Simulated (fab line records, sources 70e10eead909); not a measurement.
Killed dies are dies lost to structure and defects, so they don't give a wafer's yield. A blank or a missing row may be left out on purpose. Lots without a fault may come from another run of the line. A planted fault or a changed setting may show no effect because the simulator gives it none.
Problem report in the 8D (eight disciplines) form, filled by code | flow nand_harc | the parts of the form that need people (team, actions taken, sign-off) are left out

1. THE PROBLEM
run_length_s at NHARC_P_BONDPAD_DESCUM_11 reads a mean of 25.49 s on 1 wafer of 1 lot; wafers without a fault read 23.92 s with a standard deviation of 0.28. That is +5.6 standard deviations from the usual mean.
The step: chemistry O2, time 3 s.
First seen on wafer L931.6, day 11 16:23, on rie_diel-02. The record holds 36 wafers of 12 lots with a number at this step. Rule for "out", or "out of limits": more than 4 standard deviations from the usual mean. The other wafers with a number count as sound.

2. WHAT IT IS AND WHAT IT IS NOT
question                    | is                | is not
which readings at this step | run_length_s      | drypump_motor_current_A, oes_product_au, rf_vpp_V, showerhead_plenum_p_Torr, throttle_valve_pct
which lots                  | L931              | L922, L923, L925, L926, L927, L929, L930, L940, L941, L942, L943
which wafers of those lots  | L931.6            | L931.1, L931.4
read on which tools         | rie_diel-02       | rie_diel-03, rie_diel-07
when                        | from day 11 16:23 | up to then (23 sound wafers); but 12 sound wafers of L940, L941, L942, L943 came after

3. SUSPECTS, AND WHAT RULES EACH OUT
Counting: a tool at a process step up to the reading stays a suspect if it ran every lot that is out. Sound lots after the first of them don't rule it out here, since some wafers of a struck lot are sound.
- cmp-01 at NHARC_P_BONDPAD_CMP_32 (polishes SiCN, target thk 200 nm): kept. It ran the lot that is out, L931 (day 11 15:22); its last sound lot up to then is L929 (day 10 10:50).
- rie_diel-02 at NHARC_P_BONDPAD_DESCUM_11 (chemistry O2, time 3 s): kept. It ran the lot that is out, L931 (day 11 16:23); its last sound lot up to then is L930 (day 10 22:54). Its own readings are out on those wafers: run_length_s.
Left after counting: cmp-01 at NHARC_P_BONDPAD_CMP_32, rie_diel-02 at NHARC_P_BONDPAD_DESCUM_11.

4. THE CAUSE (what the simulator had put in)
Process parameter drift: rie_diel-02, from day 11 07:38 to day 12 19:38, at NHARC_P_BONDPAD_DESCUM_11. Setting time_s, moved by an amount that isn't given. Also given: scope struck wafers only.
Counting left 2 suspects, and this tool is among them.

5. THE CHAIN OF EFFECTS, in route order
Each row: a reading whose mean over the struck wafers that have a number lies more than 3 standard deviations from the usual. Only readings for which the record gives a usual standard deviation are gone through. hours: the time from each lot's start at the first step in this table that gives one to its start at this step, as a median over the lots. sigmas: the change in usual standard deviations.
hours | step                      | reading      | usual   | on struck wafers | change | sigmas
0     | NHARC_P_BONDPAD_DESCUM_11 | run_length_s | 23.92 s | 25.49            | +1.57  | +5.6
The process steps in it:
- NHARC_P_BONDPAD_DESCUM_11: chemistry O2, time 3 s.
Later measuring or inspecting steps at which every struck wafer that the step has a row for has a number for every such reading, and none has moved that far: NHARC_P_BONDPAD_CD_MEAS_13, NHARC_END_SORT_01.

6. WHAT WOULD HAVE CAUGHT IT SOONER
In this record the first reading out of limits was taken at day 11 16:23, 9 hours after the fault began at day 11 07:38.
